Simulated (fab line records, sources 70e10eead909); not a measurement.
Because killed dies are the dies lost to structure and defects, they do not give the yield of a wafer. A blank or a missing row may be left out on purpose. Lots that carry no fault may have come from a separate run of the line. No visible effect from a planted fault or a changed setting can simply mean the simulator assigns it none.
Matching of chambers -- flow nand-harc -- 4 sister chambers for NHARC_P_GATE_STRIP_101 on rie-diel-09
The step strips in O2, time 20 s. 4 wafers are shown with their chamber, then 7 later ones without.

== EACH WAFER AND ITS CHAMBER ==
wafer,chamber,showerhead-plenum-p-Torr (Torr)
L553.2,0,3.38
L553.4,3,3.60
L552.1,1,3.36
L552.4,2,3.29

== WAFERS WHOSE CHAMBER IS MISSING ==
wafer,showerhead-plenum-p-Torr (Torr)
L552.6,3.29
L557.4,3.29
L557.5,3.29
L557.6,3.60
L566.1,3.35
L566.2,3.37
L566.4,3.29

== CHAMBER TAKEN BY EACH ==
wafer,from the rows above,in truth
L552.6,2,2
L557.4,2,2
L557.5,2,2
L557.6,3,3
L566.1,1,1
L566.2,can't be placed: 0 or 1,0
L566.4,2,2
Correctly placed: 6 of 7. Unplaceable from these rows: 1, with the true chamber sitting among the candidates in 1. 0 placed wrongly.
How it was worked out, from the rows above alone: a wafer's distance from a chamber is the root of the sum, over the readings, of the square of ((its reading less the chamber's mean) divided by the reading's scatter). If the next closest chamber is less than 2 further off than the closest, the wafer can't be placed; otherwise it belongs to the closest. For every chamber, the mean is computed from those of its wafers that are shown. The scatter (one wafer shown for each chamber): square how far every hidden wafer sits from the nearest shown wafer, average those squares and take the square root.
